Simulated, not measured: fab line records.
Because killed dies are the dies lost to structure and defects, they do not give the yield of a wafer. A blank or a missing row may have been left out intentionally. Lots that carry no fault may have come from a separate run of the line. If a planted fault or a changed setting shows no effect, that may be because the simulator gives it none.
Chamber matching | flow n5 finfet | N5_BEOL_M7_ILD_DEP_00 on pecvd-03: 3 sister chambers
The step deposits SiCOH lowk from DEMS/porogen, target thk 179.75 nm, time 33.4 s. 6 wafers are shown with their chamber, then 8 later ones without.

## WAFERS, EACH WITH ITS CHAMBER
wafer  | chamber | showerhead vpp V (V) | throttle valve pct (%)
L084.3 | 1       | 1424                 | 13.5
L084.5 | 2       | 1367                 | 13.1
L085.3 | 0       | 1229                 | 14.4
L085.5 | 1       | 1424                 | 13.4
L085.6 | 2       | 1390                 | 13.0
L088.1 | 0       | 1248                 | 14.9

## WAFERS MISSING THEIR CHAMBER
wafer  | showerhead vpp V (V) | throttle valve pct (%)
L088.4 | 1239                 | 14.7
L088.5 | 1356                 | 13.0
L094.1 | 1429                 | 13.7
L094.5 | 1375                 | 13.2
L094.6 | 1227                 | 14.8
L096.1 | 1370                 | 13.2
L096.5 | 1424                 | 13.5
L096.6 | 1388                 | 13.0

## EACH ONE'S CHAMBER
wafer  | from the rows above | in truth
L088.4 | 0                   | 0
L088.5 | 2                   | 2
L094.1 | 1                   | 1
L094.5 | 2                   | 2
L094.6 | 0                   | 0
L096.1 | 2                   | 2
L096.5 | 1                   | 1
L096.6 | 2                   | 2
Correct placement for 8 of the 8. Can't be placed from these rows: 0. 0 placed wrongly.
How it was worked out, from the rows above alone: a wafer's distance from a chamber is the root of the sum, over the readings, of the square of ((its reading less the chamber's mean) divided by the reading's scatter). If the next closest chamber is less than 2 further off than the closest, the wafer can't be placed; otherwise it belongs to the closest. The mean given for a chamber averages the wafers shown for that chamber. The scatter: the root of (the sum of the squares of (reading less its chamber's mean) over the shown wafers, divided by (wafers less chambers)).
